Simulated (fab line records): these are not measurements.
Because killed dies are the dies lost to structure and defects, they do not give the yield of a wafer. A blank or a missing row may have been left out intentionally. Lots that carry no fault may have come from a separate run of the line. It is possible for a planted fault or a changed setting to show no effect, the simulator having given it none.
What tool caused it? :: flow nandHarc :: 13 lots, 38 wafers sampled, at 5 steps of a route of 1302

## WHAT EACH GAUGE READ, for each wafer
NHARC_P_CONTACT_INSPECT_14. Usual: rawDefectCount at 3.3, with a standard deviation of 2.2.
lot: L682
measured: day 5 20:29
on: defectInspect-02
rawDefectCount: 2 3 2
flag: 

lot: L684
measured: day 6 14:50
on: defectInspect-02
rawDefectCount: 2 2 1
flag: 

lot: L688
measured: day 8 10:31
on: defectInspect-02
rawDefectCount: 3 7 3
flag: 

lot: L689
measured: day 9 00:44
on: defectInspect-02
rawDefectCount: 8 7 6
flag: 

lot: L691
measured: day 9 21:08
on: defectInspect-02
rawDefectCount: 4 3 1
flag: 

lot: L692
measured: day 10 08:17
on: defectInspect-01
rawDefectCount: 8 1 3
flag: 

lot: L693
measured: day 10 23:25
on: defectInspect-01
rawDefectCount: 3 3 1
flag: 

lot: L694
measured: day 11 00:06
on: defectInspect-01
rawDefectCount: 4 3 10
flag: 

lot: L695
measured: day 11 22:54
on: defectInspect-02
rawDefectCount: 4 6 4
flag: 

lot: L698
measured: day 12 18:16
on: defectInspect-01
rawDefectCount: 7 4 5
flag: 

lot: L699
measured: day 13 02:26
on: defectInspect-02
rawDefectCount: 1 4
flag: 

lot: L704
measured: day 15 07:08
on: defectInspect-02
rawDefectCount: 9 6 3
flag: 

lot: L705
measured: day 15 10:18
on: defectInspect-01
rawDefectCount: 0 5 3
flag: 

NHARC_END_SORT_01. Usual: killedAtArray 56, standard deviation 19; killedAtOther 0.8, standard deviation 1.1; killedAtPeriphery 3.4, standard deviation 2.5; killedDies 60, standard deviation 19; killedOpen 2.9, standard deviation 1.7; killedShort 2.4, standard deviation 1.6.
lot: L695
measured: day 30 13:02
on: prober-01
killedAtArray: 42 39 40
killedAtOther: 0 1 0
killedAtPeriphery: 1 637 1
killedDies: 43 677 41
killedOpen: 2 5 1
killedShort: 2 1 2
flag: OFF

lot: L698
measured: day 31 09:37
on: prober-01
killedAtArray: 44 42 46
killedAtOther: 3 2 2
killedAtPeriphery: 0 3 629
killedDies: 47 47 677
killedOpen: 3 3 3
killedShort: 5 4 3
flag: OFF

lot: L699
measured: day 31 10:25
on: prober-02
killedAtArray: 32 29
killedAtOther: 0 1
killedAtPeriphery: 2 647
killedDies: 34 677
killedOpen: 1 7
killedShort: 5 4
flag: OFF

## WHICH TOOL RAN EACH LOT (tool, then ch and the chambers of the sampled wafers, then the start)
lot: L682
NHARC_P_CONTACT_DEGAS_38: pvdSputter-03, day 5 22:08
NHARC_P_CONTACT_ALD_22: aldMetal-02 ch 2,3, day 5 22:24
NHARC_P_CONTACT_CMP_24: cmp-02 ch 0,1,2, day 5 23:22

lot: L684
NHARC_P_CONTACT_DEGAS_38: pvdSputter-01, day 6 16:37
NHARC_P_CONTACT_ALD_22: aldMetal-02 ch 2,3, day 6 16:52
NHARC_P_CONTACT_CMP_24: cmp-01 ch 0,3, day 6 17:44

lot: L688
NHARC_P_CONTACT_DEGAS_38: pvdSputter-01, day 8 12:23
NHARC_P_CONTACT_ALD_22: aldMetal-04 ch 0,2, day 8 12:38
NHARC_P_CONTACT_CMP_24: cmp-01 ch 0,3, day 8 13:31

lot: L689
NHARC_P_CONTACT_DEGAS_38: pvdSputter-01, day 9 02:26
NHARC_P_CONTACT_ALD_22: aldMetal-04 ch 0,2,3, day 9 02:41
NHARC_P_CONTACT_CMP_24: cmp-03 ch 0,2, day 9 03:31

lot: L691
NHARC_P_CONTACT_DEGAS_38: pvdSputter-01, day 9 22:46
NHARC_P_CONTACT_ALD_22: aldMetal-04 ch 1,2,3, day 9 23:04
NHARC_P_CONTACT_CMP_24: cmp-03 ch 0,1,3, day 9 23:54

lot: L692
NHARC_P_CONTACT_DEGAS_38: pvdSputter-01, day 10 09:58
NHARC_P_CONTACT_ALD_22: aldMetal-02 ch 0,2,3, day 10 10:16
NHARC_P_CONTACT_CMP_24: cmp-03 ch 0,2,3, day 10 11:07

lot: L693
NHARC_P_CONTACT_DEGAS_38: pvdSputter-01, day 11 01:07
NHARC_P_CONTACT_ALD_22: aldMetal-02 ch 0,2,3, day 11 01:20
NHARC_P_CONTACT_CMP_24: cmp-03 ch 0,2,3, day 11 02:13

lot: L694
NHARC_P_CONTACT_DEGAS_38: pvdSputter-03, day 11 01:47
NHARC_P_CONTACT_ALD_22: aldMetal-04 ch 0,1,2, day 11 02:05
NHARC_P_CONTACT_CMP_24: cmp-02 ch 0,3, day 11 02:55

lot: L695
NHARC_P_CONTACT_DEGAS_38: pvdSputter-02, day 12 00:37
NHARC_P_CONTACT_ALD_22: aldMetal-02 ch 0,1,2, day 12 00:55
NHARC_P_CONTACT_CMP_24: cmp-03 ch 0,1, day 12 01:43

lot: L698
NHARC_P_CONTACT_DEGAS_38: pvdSputter-03, day 12 19:55
NHARC_P_CONTACT_ALD_22: aldMetal-02 ch 0,2,3, day 12 20:12
NHARC_P_CONTACT_CMP_24: cmp-03 ch 1,3, day 12 21:01

lot: L699
NHARC_P_CONTACT_DEGAS_38: pvdSputter-03, day 13 04:04
NHARC_P_CONTACT_ALD_22: aldMetal-02 ch 3, day 13 04:20
NHARC_P_CONTACT_CMP_24: cmp-03 ch 0, day 13 05:11

lot: L704
NHARC_P_CONTACT_DEGAS_38: pvdSputter-02, day 15 08:47
NHARC_P_CONTACT_ALD_22: aldMetal-04 ch 0,1, day 15 09:01
NHARC_P_CONTACT_CMP_24: cmp-02 ch 2,3, day 15 09:52

lot: L705
NHARC_P_CONTACT_DEGAS_38: pvdSputter-02, day 15 11:59
NHARC_P_CONTACT_ALD_22: aldMetal-04 ch 1,2,3, day 15 12:14
NHARC_P_CONTACT_CMP_24: cmp-01 ch 0,1,3, day 15 13:08
- NHARC_P_CONTACT_DEGAS_38: time 60 s.
- NHARC_P_CONTACT_ALD_22: deposits TiN, target thk 3 nm, pulse time 1 s, ald cycles 150.
- NHARC_P_CONTACT_CMP_24: polishes, t overpolish 30 s, target thk 200 nm.

## WHAT THE TOOLS THEMSELVES READ (means of the sampled wafers that have a number; where no wafer has one, the mark that the record gives instead)
NHARC_P_CONTACT_DEGAS_38. Usual: heaterPowerW at 459 W, with a standard deviation of 37.
lot: L682
tool: pvdSputter-03
heaterPowerW (W): 444
flag: 

lot: L684
tool: pvdSputter-01
heaterPowerW (W): 445
flag: 

lot: L688
tool: pvdSputter-01
heaterPowerW (W): 431
flag: 

lot: L689
tool: pvdSputter-01
heaterPowerW (W): 456
flag: 

lot: L691
tool: pvdSputter-01
heaterPowerW (W): 495
flag: 

lot: L692
tool: pvdSputter-01
heaterPowerW (W): 467
flag: 

lot: L693
tool: pvdSputter-01
heaterPowerW (W): 476
flag: 

lot: L694
tool: pvdSputter-03
heaterPowerW (W): 415
flag: 

lot: L695
tool: pvdSputter-02
heaterPowerW (W): 483
flag: 

lot: L698
tool: pvdSputter-03
heaterPowerW (W): 428
flag: 

lot: L699
tool: pvdSputter-03
heaterPowerW (W): 450
flag: 

lot: L704
tool: pvdSputter-02
heaterPowerW (W): 471
flag: 

lot: L705
tool: pvdSputter-02
heaterPowerW (W): 454
flag: 

NHARC_P_CONTACT_ALD_22. Usual: heaterPowerW 1114 W, standard deviation 97; precursorPulseHeightRel 1.002, standard deviation 0.019.
lot: L682
tool: aldMetal-02
heaterPowerW (W): 1176
precursorPulseHeightRel: 0.997
flag: 

lot: L684
tool: aldMetal-02
heaterPowerW (W): 1175
precursorPulseHeightRel: 1.001
flag: 

lot: L688
tool: aldMetal-04
heaterPowerW (W): 1042
precursorPulseHeightRel: 0.994
flag: 

lot: L689
tool: aldMetal-04
heaterPowerW (W): 1069
precursorPulseHeightRel: 1.000
flag: 

lot: L691
tool: aldMetal-04
heaterPowerW (W): 1028
precursorPulseHeightRel: 0.988
flag: 

lot: L692
tool: aldMetal-02
heaterPowerW (W): 1136
precursorPulseHeightRel: 0.990
flag: 

lot: L693
tool: aldMetal-02
heaterPowerW (W): 1130
precursorPulseHeightRel: 1.006
flag: 

lot: L694
tool: aldMetal-04
heaterPowerW (W): 1085
precursorPulseHeightRel: 0.996
flag: 

lot: L695
tool: aldMetal-02
heaterPowerW (W): 1119
precursorPulseHeightRel: 0.996
flag: 

lot: L698
tool: aldMetal-02
heaterPowerW (W): 1109
precursorPulseHeightRel: 0.990
flag: 

lot: L699
tool: aldMetal-02
heaterPowerW (W): 1158
precursorPulseHeightRel: 0.976
flag: 

lot: L704
tool: aldMetal-04
heaterPowerW (W): 1155
precursorPulseHeightRel: 0.995
flag: 

lot: L705
tool: aldMetal-04
heaterPowerW (W): 1054
precursorPulseHeightRel: 0.996
flag: 

NHARC_P_CONTACT_CMP_24. Usual: edgeZonePressureFrac 1.001, standard deviation 0.0051; motorCurrentA 11.5 A, standard deviation 1.2; overpolishRunS 30.001 s, standard deviation 0.0098; padLifeWafers 176, standard deviation 110; timeToEndpointS 40 s, standard deviation 3.
lot: L682
tool: cmp-02
edgeZonePressureFrac: 1.005
motorCurrentA (A): 11.8
overpolishRunS (s): 30.005
padLifeWafers: 302
timeToEndpointS (s): 40
flag: 

lot: L684
tool: cmp-01
edgeZonePressureFrac: 0.998
motorCurrentA (A): 11.3
overpolishRunS (s): 30.007
padLifeWafers: 182
timeToEndpointS (s): 38
flag: 

lot: L688
tool: cmp-01
edgeZonePressureFrac: 1.003
motorCurrentA (A): 11.9
overpolishRunS (s): 30.000
padLifeWafers: 332
timeToEndpointS (s): 40
flag: 

lot: L689
tool: cmp-03
edgeZonePressureFrac: 1.005
motorCurrentA (A): 10.6
overpolishRunS (s): 30.001
padLifeWafers: 97
timeToEndpointS (s): 38
flag: 

lot: L691
tool: cmp-03
edgeZonePressureFrac: 1.001
motorCurrentA (A): 10.5
overpolishRunS (s): 29.993
padLifeWafers: 200
timeToEndpointS (s): 40
flag: 

lot: L692
tool: cmp-03
edgeZonePressureFrac: 1.006
motorCurrentA (A): 10.5
overpolishRunS (s): 29.999
padLifeWafers: 236
timeToEndpointS (s): 40
flag: 

lot: L693
tool: cmp-03
edgeZonePressureFrac: 1.002
motorCurrentA (A): 10.4
overpolishRunS (s): 30.003
padLifeWafers: 320
timeToEndpointS (s): 37
flag: 

lot: L694
tool: cmp-02
edgeZonePressureFrac: 0.997
motorCurrentA (A): 13.6
overpolishRunS (s): 29.994
padLifeWafers: 37
timeToEndpointS (s): 44
flag: 

lot: L695
tool: cmp-03
edgeZonePressureFrac: 1.004
motorCurrentA (A): 10.3
overpolishRunS (s): 30.004
padLifeWafers: 6
timeToEndpointS (s): 43
flag: 

lot: L698
tool: cmp-03
edgeZonePressureFrac: 1.004
motorCurrentA (A): 11.2
overpolishRunS (s): 29.996
padLifeWafers: 97
timeToEndpointS (s): 34
flag: 

lot: L699
tool: cmp-03
edgeZonePressureFrac: 0.992
motorCurrentA (A): 9.8
overpolishRunS (s): 29.990
padLifeWafers: 127
timeToEndpointS (s): 39
flag: 

lot: L704
tool: cmp-02
edgeZonePressureFrac: 0.998
motorCurrentA (A): 12.9
overpolishRunS (s): 29.999
padLifeWafers: 68
timeToEndpointS (s): 41
flag: 

lot: L705
tool: cmp-01
edgeZonePressureFrac: 1.000
motorCurrentA (A): 12.1
overpolishRunS (s): 29.998
padLifeWafers: 249
timeToEndpointS (s): 36
flag: 

## THE ANSWER, worked out from the rows above alone
Rule: take the mean of a lot's wafers that have a number; if it is more than 3 standard deviations from the usual mean, the lot is off. A lot without any number at a reading at which 4 lots or more have one is off too. Where the step has rows for the other lots, those lots are counted as sound. The gauges are gone through in route order, then the tools' own readings, and for those a lot's mean is taken as printed above. At the first step where some lot is off, the reading lying furthest off is the one used; lots without a number count as furthest.
Off, at NHARC_END_SORT_01 on killedAtPeriphery: L695, L698, L699. Neither off nor sound, because the step has no rows for them: L682, L684, L688, L689, L691, L692, L693, L694, L704, L705.
If a tool, at a process step before that reading, ran all the lots that are off and no sound lot after the first of them, it fits. Gauges at NHARC_END_SORT_01: tried the same way as those tools. Undecided on this evidence; 2 tools fit (aldMetal-02 at NHARC_P_CONTACT_ALD_22, cmp-03 at NHARC_P_CONTACT_CMP_24).

## WHAT THE SIMULATOR PUT IN
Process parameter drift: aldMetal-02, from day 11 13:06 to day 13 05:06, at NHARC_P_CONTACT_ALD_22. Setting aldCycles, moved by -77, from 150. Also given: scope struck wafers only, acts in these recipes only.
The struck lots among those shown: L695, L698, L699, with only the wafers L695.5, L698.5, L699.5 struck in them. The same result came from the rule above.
